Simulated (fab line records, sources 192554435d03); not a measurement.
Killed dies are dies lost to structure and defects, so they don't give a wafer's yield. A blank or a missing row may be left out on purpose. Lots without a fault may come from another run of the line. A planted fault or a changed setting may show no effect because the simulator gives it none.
Chamber matching | flow n5_finfet | N5_BEOL_M3_STRIP_36 on rie_diel-02: 4 sister chambers
The step strips in N2/H2. 4 wafers are shown with their chamber, then 9 later ones without.

WAFERS WITH THEIR CHAMBER
wafer  | chamber | showerhead_plenum_p_Torr (Torr)
L086.6 | 2       | 2.51
L091.1 | 0       | 2.35
L091.3 | 3       | 2.52
L091.6 | 1       | 2.48

WAFERS WITHOUT THEIR CHAMBER
wafer  | showerhead_plenum_p_Torr (Torr)
L093.1 | 2.52
L093.4 | 2.52
L093.6 | 2.51
L095.2 | 2.47
L095.4 | 2.51
L095.5 | 2.47
L096.3 | 2.50
L096.4 | 2.34
L096.6 | 2.50

WHICH CHAMBER EACH WENT THROUGH
wafer  | from the rows above          | in truth
L093.1 | can't be placed: 3 or 2      | 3
L093.4 | can't be placed: 3 or 2      | 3
L093.6 | can't be placed: 2 or 3      | 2
L095.2 | 1                            | 1
L095.4 | can't be placed: 2 or 3      | 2
L095.5 | 1                            | 1
L096.3 | can't be placed: 2 or 1 or 3 | 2
L096.4 | 0                            | 0
L096.6 | can't be placed: 2 or 1 or 3 | 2
Placed correctly: 3 of 9. Can't be placed from these rows: 6 (the true chamber is among the candidates in 6). Placed wrongly: 0.
How it was worked out, from the rows above alone: a wafer's distance from a chamber is the root of the sum, over the readings, of the square of ((its reading less the chamber's mean) divided by the reading's scatter). The wafer belongs to the nearest chamber; if the next one is less than 2 further off, it can't be placed. A chamber's mean is the mean of its shown wafers. The scatter: with one shown wafer a chamber, the root of the mean of the squares of how far each hidden wafer lies from its nearest shown one.
